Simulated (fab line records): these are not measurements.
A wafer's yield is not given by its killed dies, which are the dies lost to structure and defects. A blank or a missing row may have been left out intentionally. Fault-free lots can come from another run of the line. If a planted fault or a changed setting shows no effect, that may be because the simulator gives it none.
A lot that was struck, set against a sound lot + flow n5Finfet + 39 steps out of a route of 1938
Sound: wafers L360.2, L360.4, L360.6. Struck: wafers L354.5, L354.6. (L354.4 of the same lot was not struck and is left out.) The cause comes at the end.
Per side, at each step with rows, come the tool, then ch with its chambers, and then its first start. Under that, the readings that differ: sound wafers + struck wafers + difference of the means + sigmas: that difference in standard deviations of wafers without a fault.
alike: readings with means less than 2 such deviations apart, plus words and numbers identical on both sides. not compared: withheld readings, readings lacking a value on some wafer, bounds such as >300 that could conceal the same value, and numbers that have no deviation in the record and whose values overlap.
A row with sigmas, a row that says differs or no value, or rows on one side alone: a step with any of these is where the two part. Non-overlapping numbers with no deviation appear without sigmas and do not part them. Lack of a reading on every wafer of one side parts them only where that side has two or more wafers.

first, 9 steps without rows for these wafers: N5_FIN_CUT_COAT_02 (resist thk 30 nm); N5_FIN_CUT_EBR_04; N5_FIN_CUT_SOFTBAKE_03 (time 60 s); N5_FIN_CUT_EXPOSE_05 (exposes mask FIN CUT); N5_FIN_CUT_PEB_06 (peb time 60 s); N5_FIN_CUT_DEVELOP_07 (develop time 30 s); N5_FIN_CUT_DESCUM_13 (chemistry O2, time 7 s); N5_FIN_CUT_ETCH_30 (etches underlayer in N2/H2, target depth 13 nm, time 10.4 s); N5_FIN_CUT_ETCH_20 (etches SiARC in CF4, target depth 26 nm, time 43.3 s).
N5_FIN_CUT_ETCH_21: etches SOC in N2/H2, target depth 219 nm, overetch 43.8 nm, time 523.5 s.
  sound on rieDiel-03 ch 0,2,3, day 5 15:20; struck on rieDiel-02 ch 1,2, day 4 05:57
| reading                                   | sound             | struck      | difference | sigmas |
|-------------------------------------------|-------------------|-------------|------------|--------|
| model.etch.depthNm (nm)                   | 230.7 230.5 230.5 | 213.4 204.8 | -21.5      |        |
| model.SiARC_of_FIN_CUT_COAT_19.thkNm (nm) | 11.8 12.4 12.4    | 13.4 14     | +1.5       |        |
  alike: drypumpMotorCurrentA, oesProductAu, rfVppV, showerheadPlenumPTorr, throttleValvePct
  not compared: rfHoursCounterH, model.FIN_CUT.cdOffsetNm
then, 4 steps without rows for these wafers: N5_FIN_CUT_STRIP_23 (strips in N2/H2); N5_FIN_CUT_STRIP_31 (strips in N2/H2); N5_FIN_CUT_STRIP_24 (strips in CF4); N5_FIN_CUT_CUT_ETCH_26 (etches SiNx in CH3F/O2, target depth 39 nm, time 55.7 s).
N5_FIN_CUT_CUT_ETCH_27: etches SiO2 in CHF3/O2, target depth 4 nm, overetch 2 nm, time 4.9 s.
  sound on rieDiel-03 ch 0,2,3, day 5 15:43; struck on rieDiel-02 ch 1,2, day 4 06:20
| reading             | sound          | struck    | difference | sigmas |
|---------------------|----------------|-----------|------------|--------|
| oesProductAu (a.u.) | 0.59 0.61 0.75 | 0.49 0.32 | -0.24      | -5     |
  alike: O2_flow_sccm, drypumpMotorCurrentA, oes_ar_750_au, rfVppV, showerheadPlenumPTorr, throttleValvePct
  not compared: rfHoursCounterH
then, 2 steps without rows for these wafers: N5_FIN_CUT_PRECLEAN_35 (cleans in vHF, time 13.3 s); N5_FIN_CUT_CUT_ETCH_15 (etches Si in HBr/Cl2/O2, target depth 100 nm, bt time 10 s, time 42.4 s).
N5_FIN_CUT_CUT_ETCH_28: etches Si in HBr/Cl2/O2, target depth 6 nm, time 2.4 s.
  sound on rieSi-04 ch 0,1,2, day 5 15:55; struck on rieSi-02 ch 1,2, day 4 06:33
  alike: O2_flow_sccm, drypumpMotorCurrentA, oesProductAu, throttleValvePct
  not compared: rfHoursCounterH, model.FIN_CUT.cdOffsetNm
then, 19 steps without rows for these wafers: N5_FIN_CUT_STRIP_22 (strips in N2/H2); N5_FIN_CUT_PRECLEAN_36 (cleans in O3/DIW, time 60 s); N5_FIN_CUT_SRD_32 (time 30 s); N5_FIN_CUT_UV_OZONE_34 (time 120 s); N5_STI_FIN_REVEAL_ALD_00 (deposits SiO2, target thk 1 nm, pulse time 1 s); N5_STI_FIN_REVEAL_ALD_14 (deposits Si3N4, target thk 3 nm); N5_STI_FIN_REVEAL_FCVD_FILL_01 (material SiO2 flowable, target thk 312 nm, time 512.2 s); N5_STI_FIN_REVEAL_DENSIFY_02 (time 1800 s); N5_STI_FIN_REVEAL_CMP_04 (polishes, stops on Si3N4, t overpolish 4 s, target thk 131.83 nm); N5_STI_FIN_REVEAL_DENSIFY_30; N5_STI_FIN_REVEAL_ETCHBACK_08 (etches SiO2 in C4F6/O2, target depth 30.5 nm, time 10.167 s); N5_STI_FIN_REVEAL_STRIP_24 (strips in N2/H2, time 90 s); N5_STI_FIN_REVEAL_PRECLEAN_25 (cleans in SPM, time 90 s); N5_STI_FIN_REVEAL_PRECLEAN_26 (cleans in SC1, time 45 s); N5_STI_FIN_REVEAL_PRECLEAN_29 (cleans in DHF, time 30 s); N5_STI_FIN_REVEAL_SRD_12 (time 30 s); N5_STI_FIN_REVEAL_RECESS_09 (chemistry HF/NH3, target SiO2, afs cycles 11, target depth 42.5 nm, sublimation time 60 s); N5_STI_FIN_REVEAL_STRIP_16 (strips SiNx in H3PO4, target depth 23.8 nm); N5_STI_FIN_REVEAL_PRECLEAN_17 (cleans in NF3:NH3, afs cycles 1, time 20 s, sublimation time 60 s).
N5_BEOL_M4_RC_MEAS_101:
  the record has rows for the sound wafers here (prober-02 ch 0, day 11 14:12) and none for the struck ones
-- record jumps: 10 days separate the struck wafers' starts on either side; left off in module BEOL_M4, taken up again in module PASSIVATION, whose first shown step is the route's number 1936 --
N5_PASSIVATION_PROBE_49:
  sound on prober-02 at day 15 23:16; struck on prober-01 at day 14 11:55
| reading                 | sound          | struck    | difference | sigmas |
|-------------------------|----------------|-----------|------------|--------|
| defectLimitedYield (%)  | 92.9 92.1 89.7 | 0.5 0     | -91.3      | -61    |
| killedAtFrontEnd        | 27 23 40       | 1106 1126 | +1086      | +99    |
| killedDies              | 84 93 122      | 1174 1180 | +1077      | +60    |
| killedOnRim             | 9 15 18        | 146 152   | +135       | +39    |
| sort_bin_5_function (%) | 3.8 4.2 5.7    | 95.8 97.6 | +92.1      | +95    |
| sortNPass               | 1096 1087 1058 | 6 0       | -1077      | -57    |
| sortYieldPct (%)        | 92.9 92.1 89.7 | 0.5 0     | -91.3      | -57    |
  alike: killed_at_M0_to_M3, killed_at_M4_up, killedAtContacts, killedAtOther, killedOpen, killedShort, sort_bin_4_leakage, sort_bin_6_memory

## WHERE THEY PART
At N5_FIN_CUT_CUT_ETCH_27 first; at N5_PASSIVATION_PROBE_49 last (within this record only).

WHY: what had been put in by the simulator
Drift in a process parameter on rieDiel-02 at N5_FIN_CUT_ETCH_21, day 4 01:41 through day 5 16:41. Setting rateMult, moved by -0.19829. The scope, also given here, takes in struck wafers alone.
